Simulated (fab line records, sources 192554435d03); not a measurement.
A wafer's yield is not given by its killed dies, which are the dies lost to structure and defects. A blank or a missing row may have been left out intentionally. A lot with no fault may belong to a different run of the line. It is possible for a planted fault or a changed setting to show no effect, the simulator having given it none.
fab line records    flow n5-finfet
record lots=5  wafers=15  last-day=16
route steps=1938 shown BEOL_M0_SAQP@660 BEOL_M4@1111 PASSIVATION@1936
lots untouched by any fault: they come from a run of this same line in which no faults occurred
start-h: the number of hours between the record's first day and the start of the first shown wafer of the lot    wait-h: hours elapsed since this lot's preceding step    " identical to the entry in the row above    L1.1+2: one row covering several wafers at once    - either no value or no given start    * or withheld: withheld    < > ~ a bound
route shown NAME@n: names a module that has steps shown in the file, with the first one's number in the route    usual: average and standard deviation across the fault-free wafers    same: alike in all rows    chamber/n: place in a boat    sites: per-site readings    _std_site: standard deviation of those values    _edge_site: outer sites' mean less inner sites'    radius-mm: for every site, how far away it sits from the centre of the wafer    mask NAME#n: copy n    behind: tool/chamber where the wafer was last shaped    hold: reason for holding the lot/hours on hold/outcome of the hold    device: the transistor (n, p or np) that didn't switch    end of line: the tests these same wafers got at the end of their route    step lacking rows: just its recipe    killed: dies lost to structure and defects at the first sort, not the wafer's yield    map: the dies of a wafer, with x for killed, . for not killed, _ for no die there
set.NAME: setting as actually run; set.NAME@STEP: the setting as run at that earlier step    model.NAME: the simulator's own value behind a step, which no gauge read
lots at selected steps of the route; one table per step, one row per wafer
services: a tool's chamber out of use, with start hour (start-h, from the record's first day; less than 0 if before it), hours out, and reason
## steps
# step N5_BEOL_M0_SAQP_STRIP_115
# recipe chemistry=post-etch-residue-remover  time-s=60  temp-c=25  remover-ph=withheld  remover-water-wt-pct=withheld  remover-fluoride-wt-pct=withheld
# step N5_BEOL_M0_SAQP_SRD_93
# recipe dry=ipa-marangoni  time-s=30  temp-c=23  rinse-liquid=diw
# step N5_BEOL_M0_SAQP_RECESS_114
# recipe chemistry=HF/NH3  target=SiO2  target-depth-a=144  afs-cycles=3  temp-c=30  sublimation-temp-c=180  sublimation-time-s=60
# step N5_BEOL_M0_SAQP_SPACER1_ALD_98
# recipe material=SiO2  target-thk-a=128  temp-c=300  ald-precursor-family=BDEAS  ald-co-reactant=O2-plasma  pulse-time-s=1  purge-time-s=2  co-reactant-purge-time-s=2  ald-cycles=138  pressure-torr=2
# step N5_BEOL_M0_SAQP_SPACER1_ETCHBACK_99
# recipe chemistry=CHF3/O2  mode=anisotropic-etchback  target=SiO2  target-depth-a=154  time-s=7.7  pressure-mtorr=30  source-w=650  bias-w=170  Ar_flow_sccm=200  CHF3_flow_sccm=50  O2_flow_sccm=5  ion-energy-ev=200
# step N5_BEOL_M0_SAQP_MANDREL1_REMOVE_100
# recipe chemistry=HBr/Cl2/O2  bt-time-s=10  target=a-Si  stop-on=SiNx  endpoint=OES-SiCl  over-etch-frac=0.85  icp-w=600  bias-w=30  HBr_flow_sccm=150  Cl2_flow_sccm=80  O2_flow_sccm=5  pressure-mtorr=10
# step N5_BEOL_M0_SAQP_ETCH_101
# recipe chemistry=CH3F/O2  target=SiNx  mask-material=SiO2  target-depth-a=299  time-s=42.7  pressure-mtorr=30  source-w=395  bias-w=73  Ar_flow_sccm=150  CH3F_flow_sccm=30  O2_flow_sccm=20  ion-energy-ev=120
# step N5_BEOL_M0_SAQP_ETCH_102
# recipe chemistry=CF4  target=SiO2  target-depth-a=40  ion-energy-ev=350  time-s=4.4  pressure-mtorr=10  icp-w=800  bias-w=400  cf4-flow-sccm=80
# step N5_BEOL_M0_SAQP_MANDREL_ETCH_103
# recipe chemistry=HBr/Cl2  target=a-Si  target-depth-a=450  bt-time-s=10  stop-on=SiCN  mask-material=SiO2  over-etch-frac=0.8  time-s=27  pressure-mtorr=10  icp-w=800  bias-w=75  HBr_flow_sccm=150  Cl2_flow_sccm=80  ends=end-point
# step N5_BEOL_M0_SAQP_RECESS_104
# recipe chemistry=HF/NH3  target=SiO2  target-depth-a=180  afs-cycles=3  temp-c=30  sublimation-temp-c=180  sublimation-time-s=60
# step N5_BEOL_M0_SAQP_COAT_105
# recipe resist=SOC  temp-c=250  time-s=60  spin-rpm=1500  resist-thk-nm=100
# step N5_BEOL_M0_SAQP_ETCH_106
# recipe chemistry=N2/H2  target=SOC  target-depth-a=1500  stop-on=SiNx  ion-energy-ev=100  bias-w=61  pressure-mtorr=30  source-w=850  n2-flow-sccm=200  h2-flow-sccm=200
# usual drypump-motor-current-A=5.9/0.6  n2-flow-sccm=200.0/0.6  oes-product-au=0.79/0.074  rf-fwd-power-W=844.6/2.9  rf-vpp-V=240.6/1.3  showerhead-plenum-p-Torr=2.54/0.08  throttle-valve-pct=17.72/0.23
lot.wafer  tool         chamber  start-h  wait-h  drypump-motor-current-A  n2-flow-sccm  oes-product-au  rf-fwd-power-W  rf-hours-counter-h  rf-vpp-V  showerhead-plenum-p-Torr  throttle-valve-pct  model.SOC_of_BEOL_M0_SAQP_COAT_105.thk-nm
L831.1     rie-diel-01  0        144.34   -       5.1                      200.3         0.89            848.3           25                  240.4     2.49                      17.53               20.6
L831.4     "            3        "        "       6.3                      199.7         0.73            848.9           169                 241.0     2.51                      17.30               26.6
L831.5     "            0        "        "       5.1                      200.7         0.88            845.9           -                   240.5     2.49                      17.52               20.6
L838.2     rie-diel-01  2        194.15   -       6.8                      199.6         0.77            1047.3          130                 221.6     2.47                      17.62               7.2
L838.3     "            1        "        "       6.3                      200.1         0.87            1042.6          47                  223.9     2.57                      17.82               12
L838.4     "            3        "        "       6.3                      200.2         0.74            1047.1          184                 224.4     2.50                      17.36               13.4
L839.1     rie-diel-01  3        196.40   -       6.3                      200.2         0.74            1048.6          184                 223.7     2.50                      17.35               14
L839.2     "            0        "        "       5.1                      200.4         0.87            1050.2          41                  222.7     2.48                      17.53               5
L839.3     "            1        "        "       6.3                      200.0         0.86            1048.1          48                  225.1     2.57                      17.85               12.2
L842.1     rie-diel-01  2        212.99   -       6.8                      200.0         0.76            1046.0          135                 221.6     2.47                      17.62               7.2
L842.3     "            1        "        "       6.4                      200.0         0.86            1043.4          53                  224.5     2.57                      17.83               11.8
L842.4     "            0        "        "       5.1                      199.5         0.85            1048.9          46                  222.9     2.48                      17.56               4.2
L844.1     rie-diel-04  0        223.39   -       6.1                      199.7         0.71            846.6           187                 241.7     2.64                      18.09               27.4
L844.4     "            2        "        "       5.7                      199.6         0.70            838.7           182                 238.2     2.43                      17.71               27.8
L844.6     "            0        "        "       6.1                      199.2         0.70            844.5           -                   240.5     2.64                      18.08               27.2
# step N5_BEOL_M0_SAQP_ETCH_107
# recipe chemistry=CH3F/O2  target=SiNx  target-depth-a=300  mask-material=SOC  pressure-mtorr=30  source-w=395  bias-w=73  Ar_flow_sccm=150  CH3F_flow_sccm=30  O2_flow_sccm=20  ion-energy-ev=120
# usual drypump-motor-current-A=5.9/0.59  oes_ar_750_au=0.80/0.078  oes-product-au=0.80/0.077  rf-fwd-power-W=391.1/1.8  rf-vpp-V=297/9  showerhead-plenum-p-Torr=1.99/0.065  throttle-valve-pct=16.22/0.22
lot.wafer  tool         chamber  start-h  wait-h  drypump-motor-current-A  oes_ar_750_au  oes-product-au  rf-fwd-power-W  rf-hours-counter-h  rf-vpp-V  showerhead-plenum-p-Torr  throttle-valve-pct  model.SOC_of_BEOL_M0_SAQP_COAT_105.thk-nm
L831.1     rie-diel-01  0        144.40   0.0     5.1                      0.88           0.91            390.0           25                  301       1.95                      15.90               9.2
L831.4     "            3        "        "       6.3                      0.75           0.74            392.5           169                 293       1.98                      16.07               16
L831.5     "            0        "        "       5.1                      0.88           0.90            390.9           -                   301       1.95                      15.90               9.2
L838.2     rie-diel-01  2        194.21   0.0     6.8                      0.76           0.78            392.2           130                 301       1.92                      15.95               0
L838.3     "            1        "        "       6.3                      0.88           0.86            390.4           47                  282       2.05                      16.49               1.4
L838.4     "            3        "        "       6.3                      0.73           0.72            392.2           184                 293       1.98                      16.11               2.8
L839.1     rie-diel-01  3        196.46   0.0     6.2                      0.72           0.73            394.0           184                 292       1.98                      16.11               3.6
L839.2     "            0        "        "       5.1                      0.85           0.89            393.0           41                  301       1.94                      15.93               0
L839.3     "            1        "        "       6.3                      0.88           0.86            389.6           48                  283       2.05                      16.50               1.6
L842.1     rie-diel-01  2        213.05   0.0     6.8                      0.76           0.77            394.5           135                 303       1.92                      15.95               0
L842.3     "            1        "        "       6.3                      0.87           0.85            389.1           53                  283       2.05                      16.48               1.2
L842.4     "            0        "        "       5.1                      0.85           0.87            393.1           46                  301       1.94                      15.93               0
L844.1     rie-diel-04  0        223.45   0.0     6.0                      0.71           0.72            389.8           187                 317       2.07                      16.45               16.8
L844.4     "            2        "        "       5.7                      0.71           0.71            390.4           182                 301       1.90                      16.19               17.2
L844.6     "            0        "        "       6.1                      0.72           0.72            393.7           -                   317       2.07                      16.46               16.6
# step N5_BEOL_M0_SAQP_STRIP_108
# recipe chemistry=N2/H2  power-w=500  temp-c=40  pressure-mtorr=50  rf-frequency-hz=6e+07  overash-fraction=0.3  bias-power-w=28  h2-frac=0.5  n2-flow-sccm=300  h2-flow-sccm=300
# step N5_BEOL_M4_RC_MEAS_101
# usual DIBL_N=36.9/2.1  DIBL_P=37.1/2.5  IOFF_N=0.17/0.039  IOFF_P=0.23/0.043  ION_N=673/15  ION_P=462/9.1  SS_N=71.8/0.69  SS_P=73.6/0.74  VT_N=250/3.6  VT_P=-249.7/2.9
lot.wafer  tool       chamber  start-h  wait-h  DIBL_N[mV/V]  DIBL_P[mV/V]  IOFF_N[nA/um]  IOFF_P[nA/um]  ION_N[uA/um]  ION_P[uA/um]  SS_N[mV/dec]  SS_P[mV/dec]  VT_N[mV]  VT_P[mV]
L831.1     prober-01  0        198.18   0.0     39.4          40.2          0.21           0.28           685           467           72.0          73.8          248       -244.5
L831.4     "          0        "        "       36.6          37.0          0.14           0.22           651           444           71.7          72.9          253       -250.8
L831.5     "          0        "        "       38.8          39.3          0.19           0.26           667           462           71.9          73.0          249       -246.6
L838.2     prober-01  0        251.01   0.2     37.1          36.0          0.14           0.19           666           459           71.9          73.2          257       -253.7
L838.3     "          0        "        "       38.0          38.7          0.16           0.25           665           465           72.0          74.2          252       -249.0
L838.4     "          0        "        "       36.7          35.0          0.14           0.18           677           461           71.5          72.9          252       -251.7
L839.1     prober-01  0        257.49   0.0     37.7          38.6          0.18           0.25           681           471           71.3          73.1          248       -247.8
L839.2     "          0        "        "       39.9          40.1          0.20           0.27           669           458           72.0          74.2          249       -248.6
L839.3     "          0        "        "       35.8          35.0          0.14           0.19           671           467           70.7          73.1          253       -252.3
L842.1     prober-01  0        267.24   0.0     38.3          39.8          0.20           0.27           673           466           71.8          73.5          248       -246.5
L842.3     "          0        "        "       33.0          33.7          0.12           0.17           668           461           70.6          72.0          254       -255.0
L842.4     "          0        "        "       34.1          33.8          0.13           0.17           647           449           70.8          72.3          252       -254.0
L844.1     prober-01  0        283.97   0.0     37.0          35.9          0.18           0.20           680           461           72.4          73.5          249       -250.5
L844.4     "          0        "        "       37.0          38.2          0.19           0.25           680           463           71.8          74.2          246       -246.9
L844.6     "          0        "        "       39.0          40.5          0.22           0.28           679           463           72.7          74.5          246       -246.6
# step N5_PASSIVATION_PROBE_49
# usual defect-limited-yield=91.3/1.4  killed_at_M0_to_M3=32/9.5  killed_at_M4_up=14/5.2  killed-at-contacts=13/5.7  killed-at-front-end=41/12  killed-at-other=3.5/2.6  killed-dies=103/17  killed-open=68/14  killed-short=32/7  sort_bin_5_function=5.0/0.91  sort_bin_6_memory=3.3/0.7  sort_bin_8_speed=0.03/0.22  sort-n-pass=1076/17  sort-yield-pct=91.2/1.4
# same gross-dies=1180  killed-at-back-side=0  sort_bin_4_leakage[%]=0
lot.wafer  tool       chamber  start-h  wait-h  defect-limited-yield[%]  killed_at_M0_to_M3  killed_at_M4_up  killed-at-contacts  killed-at-front-end  killed-at-other  killed-dies  killed-open  killed-short  sort_bin_5_function[%]  sort_bin_6_memory[%]  sort_bin_8_speed[%]  sort-n-pass  sort-yield-pct[%]
L842.1     prober-02  -        364.73   0.0     92.2                     39                  10               18                  23                   2                92           57           34            4.2                     3.2                   0                    1088         92.2
L842.4     prober-02  -        364.88   0.2     90.8                     44                  20               11                  31                   3                109          70           29            5.6                     2.9                   0                    1071         90.8
# killed by level:class
L842.1 BEOL_M0_SAQP:geometric-particle:open=13 BEOL_M0_SAQP:geometric-particle:short=12 MOL_CONTACT_COAG:geometric-particle:open=12 MOL_CONTACT_COAG:geometric-particle:short=6 FIN_SAQP:geometric-particle:open=4 BEOL_M2:geometric-particle:open=4 BEOL_M2:geometric-particle:short=4 BEOL_M5:geometric-particle:open=4
L842.4 BEOL_M0_SAQP:geometric-particle:open=11 MOL_CONTACT_COAG:geometric-particle:open=10 BEOL_M0_SAQP:geometric-particle:short=9 BEOL_M2:geometric-particle:open=9 BEOL_M4:geometric-particle:open=9 BEOL_M1:geometric-particle:open=8 HKMG_FIN:area-etch=8 BEOL_M5:geometric-particle:open=5
## services
tool         chamber  start-h  hours  kind
rie-diel-04  -        131.63   0.8    repair
rie-diel-04  0        132.51   11.9   repair
rie-diel-01  3        165.35   3.0    repair
rie-diel-01  2        220.07   16.1   repair
## key
first-sign step=N5_BEOL_M0_SAQP_ETCH_106  reading=rf-fwd-power-W  direction=up  sigmas=70  usual=*  struck=*
effect step=N5_BEOL_M0_SAQP_ETCH_106  reading=rf-vpp-V  direction=down  sigmas=13  usual=240.6  struck=223.4
model-effect step=N5_BEOL_M0_SAQP_ETCH_106  value=SOC_of_BEOL_M0_SAQP_COAT_105.thk-nm  without=24.47  struck=9.667
model-effect step=N5_BEOL_M0_SAQP_ETCH_107  value=SOC_of_BEOL_M0_SAQP_COAT_105.thk-nm  without=13.56  struck=1.178
met-at N5_BEOL_M0_SAQP_ETCH_106
struck-wafers L838.2,L838.3,L838.4,L839.1,L839.2,L839.3,L842.1,L842.3,L842.4
onset-between 144.34 194.15
fault kind=process-parameter-drift  tool=rie-diel-01  chamber=-  onset-h=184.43  steps=N5_BEOL_M0_SAQP_ETCH_106  channel=source-w  offset=204  shape=step  end-h=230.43  acts-in=these-recipes-only  stated=850
